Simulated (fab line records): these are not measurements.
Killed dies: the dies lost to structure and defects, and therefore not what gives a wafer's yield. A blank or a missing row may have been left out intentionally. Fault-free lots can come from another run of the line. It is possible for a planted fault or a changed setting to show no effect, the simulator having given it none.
One fault through the eyes of 2 desks || flow n5_finfet || each desk has only its own numbers; what lay behind them comes last

== DESK OF THE TOOL OWNER: rie_diel-02 ==
The tool's own readings at N5_BEOL_M4_ETCH_70 (etches SOC in N2/H2, target depth 80 nm, overetch 24 nm, time 130 s): means of the sampled wafers that have a number, for each lot that ran on this tool. Marked OUT: a lot whose mean sits more than 4 standard deviations from the usual mean, which makes it out of limits; the brackets give that distance.
Columns: A = drypump_motor_current_A at N5_BEOL_M4_ETCH_70, usual 5.7 A; B = n2_flow_sccm at N5_BEOL_M4_ETCH_70, usual 200.0 sccm; C = oes_product_au at N5_BEOL_M4_ETCH_70, usual 0.57 a.u.; D = rf_vpp_V at N5_BEOL_M4_ETCH_70, usual 524.1 V; E = run_length_s at N5_BEOL_M4_ETCH_70, usual 153.3 s; F = showerhead_plenum_p_Torr at N5_BEOL_M4_ETCH_70, usual 2.55 Torr; G = throttle_valve_pct at N5_BEOL_M4_ETCH_70, usual 17.81 %
{"lot": "L464", "first seen here": "day 10 22:07", "A": 5.6, "B": 200.4, "C": 0.56, "D": 525.0, "E": 153.3, "F": 2.54, "G": 17.95}
{"lot": "L471", "first seen here": "day 12 06:24", "A": 5.9, "B": 199.7, "C": 0.55, "D": 522.9, "E": 153.6, "F": 2.53, "G": 17.91}
{"lot": "L472", "first seen here": "day 12 06:53", "A": 5.6, "B": 200.2, "C": 0.58, "D": 524.1, "E": "145.3 (-17) OUT", "F": 2.53, "G": 17.97}
{"lot": "L484", "first seen here": "day 15 23:36", "A": 5.6, "B": 200.0, "C": 0.53, "D": 523.0, "E": 153.2, "F": 2.52, "G": 18.02}
This desk's finding: out of limits on L472; first on L472, day 12 06:53 (run_length_s at N5_BEOL_M4_ETCH_70). L464, L471, L484 stayed within limits.

== FROM THE METROLOGY DESK ==
What the gauges read, lot by lot, whatever tool the lot ran on: means of the sampled wafers that have a number. Marked OUT: a lot whose mean sits more than 4 standard deviations from the usual mean, which makes it out of limits; the brackets give that distance. Of its 10 readings 7 are shown: those that lie furthest out on some lot.
Columns: A = DIBL_P at N5_BEOL_M4_RC_MEAS_101, usual 36.2 mV/V; B = IOFF_N at N5_BEOL_M4_RC_MEAS_101, usual 0.155 nA/um; C = IOFF_P at N5_BEOL_M4_RC_MEAS_101, usual 0.21 nA/um; D = ION_N at N5_BEOL_M4_RC_MEAS_101, usual 674 uA/um; E = SS_N at N5_BEOL_M4_RC_MEAS_101, usual 71.4 mV/dec; F = VT_N at N5_BEOL_M4_RC_MEAS_101, usual 250.0 mV; G = VT_P at N5_BEOL_M4_RC_MEAS_101, usual -251 mV
{"lot": "L463", "first seen here": "day 9 19:06", "A": 33.6, "B": 0.111, "C": 0.16, "D": 657, "E": 70.8, "F": 255.0, "G": -254}
{"lot": "L464", "first seen here": "day 11 04:40", "A": 36.4, "B": 0.146, "C": 0.19, "D": 668, "E": 71.6, "F": 251.3, "G": -252}
{"lot": "L471", "first seen here": "day 12 11:48", "A": 36.5, "B": 0.151, "C": 0.19, "D": 672, "E": 71.3, "F": 251.0, "G": -251}
{"lot": "L472", "first seen here": "day 12 12:08", "A": 35.9, "B": 0.167, "C": 0.19, "D": 678, "E": 71.1, "F": 249.1, "G": -255}
{"lot": "L481", "first seen here": "day 13 08:01", "A": 38.1, "B": 0.182, "C": 0.29, "D": 679, "E": 71.7, "F": 249.9, "G": -244}
{"lot": "L480", "first seen here": "day 14 10:12", "A": 37.6, "B": 0.143, "C": 0.19, "D": 671, "E": 71.6, "F": 250.8, "G": -253}
{"lot": "L486", "first seen here": "day 15 11:43", "A": 34.6, "B": 0.125, "C": 0.19, "D": 669, "E": 70.8, "F": 253.6, "G": -250}
{"lot": "L483", "first seen here": "day 16 09:26", "A": 36.1, "B": 0.151, "C": 0.20, "D": 673, "E": 71.3, "F": 249.2, "G": -252}
{"lot": "L484", "first seen here": "day 16 13:35", "A": 33.5, "B": 0.125, "C": 0.17, "D": 668, "E": 70.6, "F": 254.5, "G": -253}
This desk's finding: nothing out of limits on any of the 9 lots.

== ALL TOGETHER ==
The tool owner's desk could have raised an alarm at day 12 06:53, on L472.
Metrology desk: nothing out of limits seen.
The metrology desk has L472 on record, within its limits.
The lots listed all ran N5_BEOL_M4_ETCH_70 on rie_diel-02.

== WHAT HAD BEEN PUT IN BY THE SIMULATOR ==
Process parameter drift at N5_BEOL_M4_ETCH_70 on rie_diel-02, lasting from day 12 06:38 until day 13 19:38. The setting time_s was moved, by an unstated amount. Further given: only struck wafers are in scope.
Shown lots that were struck: L472.
Delay in hours, fault start to first out-of-limits reading, by desk: the tool owner's desk at 0.
